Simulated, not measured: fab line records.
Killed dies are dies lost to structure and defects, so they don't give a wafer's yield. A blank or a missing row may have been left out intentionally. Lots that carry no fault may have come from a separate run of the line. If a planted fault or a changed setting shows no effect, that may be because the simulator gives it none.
fab line records | flow n5Finfet
record lots=7 wafers=39
route steps=1938 shown DUMMY_GATE@237 MOL_CONTACT_COAG@588
startH: hours from the record's opening day to when the first of the lot's shown wafers began | waitH: hours since the lot's step before | " identical to the entry in the row above | L1.1+2: several wafers, shown together as one row | - no value present, or no start provided | * or withheld: withheld | < > ~ a bound
route shown NAME@n: a module of which the file shows steps, and the number in the route of the first | usual: mean/standard deviation taken from wafers without a fault | same: alike in all rows | chamber/n: place in a boat | sites: each site's reading | _std_site: how widely they spread, as a standard deviation | _edge_site: the outer-site mean with the inner-site mean subtracted | radiusMm: how far each site lies from the wafer's centre | mask NAME#n: copy n | behind: tool/chamber where the wafer was last shaped | hold: cause of the lot's hold/its duration in hours/its outcome | device: names the non-switching transistor (n, p or np) | end of line: the same wafers' tests at the end of the route | where a step has no rows: the recipe by itself | killed: not the wafer's yield, but the dies lost to structure and defects at the first sort | map: a wafer's dies, marking killed ones x, the rest . and places with no die _
set.NAME: the setting as run; set.NAME@STEP: as run at that earlier step | model.NAME: the simulator's own value behind a step, which no gauge read
lots run with intentionally changed settings; tables by step, rows by wafer
## steps
# step N5_DUMMY_GATE_ETCH_37
# recipe chemistry=N2/H2 target=SOC targetDepthA=600 overetchA=300 tempC=40 ionEnergyEv=200 pressureMtorr=30 sourceW=840 biasW=150 n2FlowSccm=200 h2FlowSccm=200
# usual rfVppV=524.6/2.3
# columns lot.wafer tool chamber startH waitH set.sourceW rfVppV model.SiARC_of_DUMMY_GATE_COAT_35.thkNm
L082.1 rieDiel-05 3 96.22 0.0 772.9 541.5 5.4
L082.2 " 0 " " 772.9 540.9 5.4
L082.3 " 2 " " 772.9 537.4 5.2
L082.4 " 1 " " 840 525.4 5
L082.5 " 0 " " 840 526.4 5.2
L082.6 " 1 " " 840 524.0 5.2
L083.1 rieDiel-06 1 102.63 0.0 840 521.7 5
L083.2 " 3 " " 840 521.4 5
L083.3 " 2 " " 840 523.0 5
L085.1 rieDiel-05 0 122.33 0.0 754.9 544.7 5.4
L085.2 " 2 " " 840 522.6 5
L085.3 " 1 " " 754.9 542.8 5.4
L085.4 " 3 " " 840 527.9 5
L085.5 " 1 " " 754.9 543.5 5.4
L085.6 " 0 " " 840 527.1 5
L087.1 rieDiel-02 1 129.56 0.0 698.5 561.8 5.4
L087.2 " 0 " " 840 525.5 5
L087.3 " 3 " " 840 521.7 4.8
L087.4 " 2 " " 698.5 557.4 5.4
L087.5 " 0 " " 698.5 557.8 5.6
L087.6 " 1 " " 840 528.8 5
L091.1 rieDiel-06 3 151.77 0.0 840 521.7 5
L091.2 " 2 " " 840 521.9 5
L091.3 " 1 " " 975.9 497.2 4.4
L091.4 " 0 " " 840 522.8 5
L091.5 " 2 " " 975.9 496.8 4.6
L091.6 " 3 " " 975.9 496.2 4.6
L096.1 rieDiel-02 2 181.79 0.0 840 524.5 4.8
L096.2 " 0 " " 840 524.7 5
L096.3 " 1 " " 840 528.9 5
L096.4 " 1 " " 840 527.0 5
L096.5 " 2 " " 840 525.6 4.8
L096.6 " 0 " " 840 524.5 5
L097.1 rieDiel-06 3 186.84 0.0 840 520.5 5
L097.2 " 0 " " 840 523.9 5
L097.3 " 2 " " 840 522.8 5
L097.4 " 1 " " 840 522.5 5
L097.5 " 3 " " 840 519.8 5
L097.6 " 0 " " 840 523.9 5
# step N5_DUMMY_GATE_ETCH_32
# recipe chemistry=CF4 target=SiO2 targetDepthA=35 timeS=3.9 ionEnergyEv=350 pressureMtorr=10 icpW=800 biasW=400 cf4FlowSccm=80
# columns lot.wafer tool chamber startH waitH set.timeS model.etch.depthNm
L082.1 rieSi-02 0 96.74 0.1 4.358 3.845
L082.2 " 3 " " 3.9 3.472
L082.3 " 1 " " 4.358 3.852
L082.4 " 2 " " 3.9 3.541
L082.5 " 3 " " 4.358 3.886
L082.6 " 0 " " 3.9 3.44
L083.1 rieSi-02 0 103.16 0.1 3.9 3.402
L083.2 " 1 " " 3.9 3.434
L083.3 " 3 " " 3.9 3.499
L085.1 rieSi-02 2 122.87 0.1 3.9 3.482
L085.2 " 1 " " 3.9 3.422
L085.3 " 3 " " 3.428 3.035
L085.4 " 0 " " 3.428 3.023
L085.5 " 2 " " 3.9 3.504
L085.6 " 3 " " 3.428 3.032
L087.1 rieSi-02 3 130.23 0.1 4.772 4.299
L087.2 " 0 " " 4.772 4.286
L087.3 " 1 " " 3.9 3.485
L087.4 " 2 " " 4.772 4.322
L087.5 " 3 " " 3.9 3.494
L087.6 " 2 " " 3.9 3.52
L091.1 rieSi-01 3 152.34 0.1 3.9 3.577
L091.2 " 0 " " 3.336 2.998
L091.3 " 1 " " 3.9 3.494
L091.4 " 2 " " 3.336 3.001
L091.5 " 3 " " 3.336 3.077
L091.6 " 2 " " 3.9 3.515
L096.1 rieSi-02 1 182.36 0.1 3.9 3.436
L096.2 " 3 " " 3.303 2.96
L096.3 " 2 " " 3.9 3.476
L096.4 " 0 " " 3.9 3.451
L096.5 " 2 " " 3.303 2.961
L096.6 " 3 " " 3.303 2.959
L097.1 rieSi-06 1 187.37 0.1 3.9 3.493
L097.2 " 0 " " 3.557 3.144
L097.3 " 3 " " 3.9 3.466
L097.4 " 2 " " 3.9 3.394
L097.5 " 0 " " 3.557 3.132
L097.6 " 1 " " 3.557 3.158
# step N5_MOL_CONTACT_COAG_ETCH_47
# recipe chemistry=CH3F/O2 target=SiNx targetDepthA=270 maskMaterial=SiO2 stopOn=W overEtchFrac=0.2 ionEnergyEv=120 endpoint=OES-CN pressureMtorr=30 sourceW=395 biasW=73 Ar_flow_sccm=150 CH3F_flow_sccm=30 O2_flow_sccm=20 ends=endPoint
# usual etchRfOnTimeS=31.0/0.39 rfVppV=298/3.4
# columns lot.wafer tool chamber startH waitH set.sourceW etchRfOnTimeS rfVppV model.etch.tClearS model.etch.overEtchS
L082.1 rieDiel-01 0 147.52 0.0 395 30.9 297 25.74 5.147
L082.2 " 1 " " 349.9 32.1 321 26.78 5.355
L082.3 " 3 " " 395 30.5 294 25.44 5.089
L082.4 " 0 " " 349.9 32.4 317 26.97 5.393
L082.5 " 1 " " 349.9 31.8 319 26.53 5.306
L082.6 " 3 " " 395 30.6 295 25.48 5.097
L083.1 rieDiel-03 0 155.61 0.0 395 30.7 297 25.56 5.113
L083.2 " 1 " " 395 30.4 301 25.31 5.062
L083.3 " 3 " " 395 30.8 298 25.64 5.129
L085.1 rieDiel-01 2 174.44 0.0 395 30.6 298 25.52 5.103
L085.2 " 0 " " 330.7 33.1 324 27.6 5.519
L085.3 " 1 " " 330.7 32.4 329 26.98 5.396
L085.4 " 3 " " 330.7 32.7 320 27.29 5.458
L085.5 " 0 " " 395 30.8 299 25.72 5.144
L085.6 " 3 " " 395 30.5 295 25.39 5.078
L087.1 rieDiel-03 1 180.52 0.0 395 30.8 303 25.66 5.132
L087.2 " 2 " " 357.3 32.6 309 27.16 5.432
L087.3 " 1 " " 395 30.8 302 25.66 5.132
L087.4 " 2 " " 357.3 33.1 308 27.6 5.52
L087.5 " 1 " " 395 31.0 301 25.83 5.165
L087.6 " 2 " " 357.3 33.0 309 27.49 5.498
L091.1 rieDiel-03 1 204.57 0.0 395 30.8 301 25.67 5.134
L091.2 " 2 " " 414.5 31.0 288 25.87 5.175
L091.3 " 0 " " 395 31.2 296 25.98 5.197
L091.4 " 3 " " 414.5 31.0 293 25.81 5.162
L091.5 " 1 " " 395 30.8 300 25.64 5.129
L091.6 " 0 " " 414.5 30.5 289 25.42 5.084
L096.1 rieDiel-01 2 234.10 0.0 354.5 32.5 315 27.08 5.415
L096.2 " 1 " " 354.5 32.4 318 27.02 5.403
L096.3 " 0 " " 395 31.3 298 26.05 5.209
L096.4 " 3 " " 395 30.8 294 25.67 5.135
L096.5 " 3 " " 354.5 31.9 310 26.56 5.313
L096.6 " 2 " " 395 31.0 298 25.84 5.169
L097.1 rieDiel-01 0 256.04 0.0 395 31.2 297 25.96 5.193
L097.2 " 2 " " 395 31.3 300 26.05 5.211
L097.3 " 3 " " 457.7 29.3 275 24.44 4.888
L097.4 " 1 " " 395 31.0 305 25.83 5.166
L097.5 " 2 " " 457.7 29.4 281 24.49 4.898
L097.6 " 3 " " 457.7 29.0 275 24.16 4.832
## key
split step=N5_DUMMY_GATE_ETCH_37 setting=sourceW stated=840 by=wafer
response step=N5_DUMMY_GATE_ETCH_37 reading=rfVppV change=-1.79 per=1% r=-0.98
response step=N5_DUMMY_GATE_ETCH_37 reading=model.SiARC_of_DUMMY_GATE_COAT_35.thkNm change=-0.0312 per=1% r=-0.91
split step=N5_DUMMY_GATE_ETCH_32 setting=timeS stated=3.9 by=wafer
response step=N5_DUMMY_GATE_ETCH_32 reading=model.etch.depthNm change=+0.0347 per=1% r=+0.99
split step=N5_MOL_CONTACT_COAG_ETCH_47 setting=sourceW stated=395 by=wafer
response step=N5_MOL_CONTACT_COAG_ETCH_47 reading=etchRfOnTimeS change=* per=1% r=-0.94
response step=N5_MOL_CONTACT_COAG_ETCH_47 reading=rfVppV change=-1.58 per=1% r=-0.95
response step=N5_MOL_CONTACT_COAG_ETCH_47 reading=model.etch.tClearS change=-0.109 per=1% r=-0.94
response step=N5_MOL_CONTACT_COAG_ETCH_47 reading=model.etch.overEtchS change=-0.0218 per=1% r=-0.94
